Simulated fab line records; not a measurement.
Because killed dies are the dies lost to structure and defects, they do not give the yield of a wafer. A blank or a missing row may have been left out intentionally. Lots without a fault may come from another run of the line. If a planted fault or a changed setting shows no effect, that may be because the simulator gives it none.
A struck lot beside a sound one ; flow n5_finfet ; 27 steps out of a route of 1938
Sound: the wafers L803.1, L803.2, L803.5. The struck wafers were L797.2, L797.3, L797.4. The cause is given at the end.
For every step that has rows: the tool of each side, followed by ch and its chambers, followed by its first start. Under that, the readings that differ: sound wafers ; struck wafers ; difference of the means ; sigmas: that difference in standard deviations of wafers without a fault.
alike: words and numbers the same on both sides, and readings whose means are apart by under 2 such deviations; not compared: readings that were withheld, readings missing a value for some wafer, numbers with overlapping values and no deviation given by the record, and bounds like >300 which may hide the same value.
Wherever a step has rows on one side only, a row that says differs or no value, or a row with sigmas, the two part there. When numbers do not overlap yet have no deviation, they are printed without sigmas and do not part them. A reading missing from all wafers of one side parts the sides only when that side holds two or more wafers.

N5_BEOL_M15_STRIP_63: strips in O2.
  sound on rie_diel-04 ch 1,3; struck on rie_diel-02 ch 0,1,2
reading;sound;struck;difference;sigmas
oes_product_au (a.u.);0.81 0.95 0.96;0.85 0.75 0.72;-0.13;-2
  alike: drypump_motor_current_A, o2_flow_sccm, rf_vpp_V, showerhead_plenum_p_Torr, throttle_valve_pct
  not compared: rf_hours_counter_h
then, 3 steps without rows for these wafers: N5_BEOL_M15_STRIP_64 (strips in O2); N5_BEOL_M15_STRIP_65 (strips in post etch residue remover, time 60 s); N5_BEOL_M15_SRD_66 (time 30 s, dry time 30 s).
N5_BEOL_M15_CD_MEAS_17 targets a cd of 360 nm.
  sound on cd_sem-01, day 15 12:30; struck on cd_sem-03, day 13 20:55
  alike: cd_nm
then, 1 step without rows for these wafers: N5_BEOL_M15_COAT_56 (time 60 s, resist thk 550 nm).
N5_BEOL_M15_ETCH_57: etches SOC in N2/H2, time 750 s.
  sound on rie_diel-06 ch 2,3, day 15 12:37; struck on rie_diel-04 ch 0,1,2, day 13 21:05
  alike: bias_w, drypump_motor_current_A, oes_product_au, rf_fwd_power_W, rf_vpp_V, showerhead_plenum_p_Torr, throttle_valve_pct
  not compared: rf_hours_counter_h
then, 5 steps without rows for these wafers: N5_BEOL_M15_COAT_60 (time 60 s, resist thk 89 nm); N5_BEOL_M15_COAT_22 (resist thk 800 nm); N5_BEOL_M15_EBR_24; N5_BEOL_M15_SOFTBAKE_23 (time 60 s); N5_BEOL_M15_EXPOSE_25 (exposes mask M15, target cd 400 nm).
N5_BEOL_M15_PEB_26: peb time 90 s.
  sound on litho_track-02 ch 0, day 15 13:23; struck on litho_track-03 ch 0, day 13 21:44
then, 2 steps without rows for these wafers: N5_BEOL_M15_DEVELOP_27 (develop time 45 s); N5_BEOL_M15_HARDBAKE_32 (time 120 s).
N5_BEOL_M15_CD_MEAS_28 targets a cd of 407.6 nm.
  sound on cd_sem-02 ch 0, day 15 13:31; struck on cd_sem-02 ch 0, day 13 21:52
reading;sound;struck;difference;sigmas
cd_nm (nm);405.6 407.5 407.2;411.4 410.3 409.6;+3.7;+2
N5_BEOL_M15_OVL_MEAS_29:
  sound on overlay-02 ch 0, day 15 13:32; struck on overlay-02 ch 0, day 13 21:53
  alike: M15_OVL
N5_BEOL_M15_INSPECT_30: inspects for defects (macro).
  sound on defect_inspect-02, day 15 13:34; struck on defect_inspect-01, day 13 21:55
  alike: raw_defect_count
N5_BEOL_M15_DESCUM_33: chemistry O2, time 7.9 s.
  sound on rie_diel-04 ch 1,2,3, day 15 13:40; struck on rie_diel-04 ch 1,2,3, day 13 22:01
reading;sound;struck;difference;sigmas
model.BEOL_M15.cd_nm (nm);405.6 407.8 407.2;411.6 410.4 410;+3.8;
  alike: drypump_motor_current_A, o2_flow_sccm, oes_product_au, rf_fwd_power_W, rf_vpp_V, showerhead_plenum_p_Torr, throttle_valve_pct
  not compared: rf_hours_counter_h
N5_BEOL_M15_ETCH_61: etches BARC in N2/H2, target depth 89 nm, overetch 26.7 nm, time 67.9 s.
  sound on rie_diel-04 ch 1,2,3, day 15 13:41; struck on rie_diel-04 ch 1,2,3, day 13 22:03
  alike: bias_w, drypump_motor_current_A, oes_product_au, rf_fwd_power_W, rf_vpp_V, showerhead_plenum_p_Torr, throttle_valve_pct
  not compared: rf_hours_counter_h
then, 2 steps without rows for these wafers: N5_BEOL_M15_TRENCH_ETCH_34 (etches SiO2 in C4F8/O2/Ar, target depth 872.93 nm, time 199 s); N5_BEOL_M15_STRIP_36 (strips in O2).
N5_BEOL_M15_STRIP_62: strips in O2.
  sound on rie_diel-06 ch 0,2,3; struck on rie_diel-04 ch 0,2,3
  alike: drypump_motor_current_A, o2_flow_sccm, oes_product_au, rf_vpp_V, showerhead_plenum_p_Torr, throttle_valve_pct
  not compared: rf_hours_counter_h
N5_BEOL_M15_STRIP_37: strips in O2.
  sound on rie_diel-06 ch 0,2,3; struck on rie_diel-04 ch 0,2,3
  alike: drypump_motor_current_A, o2_flow_sccm, oes_product_au, rf_vpp_V, showerhead_plenum_p_Torr, throttle_valve_pct
  not compared: rf_hours_counter_h
N5_BEOL_M15_ETCH_38: etches SiCN in CF4/N2, target depth 106.4 nm, time 120.5 s.
  sound on rie_diel-06 ch 0,2,3; struck on rie_diel-04 ch 0,2,3
  alike: bias_w, drypump_motor_current_A, oes_product_au, rf_fwd_power_W, rf_vpp_V, showerhead_plenum_p_Torr, throttle_valve_pct
  not compared: rf_hours_counter_h, model.BEOL_M15.cd_nm
then, 2 steps without rows for these wafers: N5_BEOL_M15_PRECLEAN_39 (cleans in residue remover, time 60 s); N5_PASSIVATION_PROBE_49.

## WHERE THEY PART
Last at N5_BEOL_M15_CD_MEAS_28 as far as this record goes, first at N5_BEOL_M15_STRIP_63. Later steps at which nothing parts them and some readings are alike: N5_BEOL_M15_OVL_MEAS_29, N5_BEOL_M15_INSPECT_30, N5_BEOL_M15_DESCUM_33, N5_BEOL_M15_ETCH_61, N5_BEOL_M15_STRIP_62, N5_BEOL_M15_STRIP_37, N5_BEOL_M15_ETCH_38.

WHY: what had been put in by the simulator
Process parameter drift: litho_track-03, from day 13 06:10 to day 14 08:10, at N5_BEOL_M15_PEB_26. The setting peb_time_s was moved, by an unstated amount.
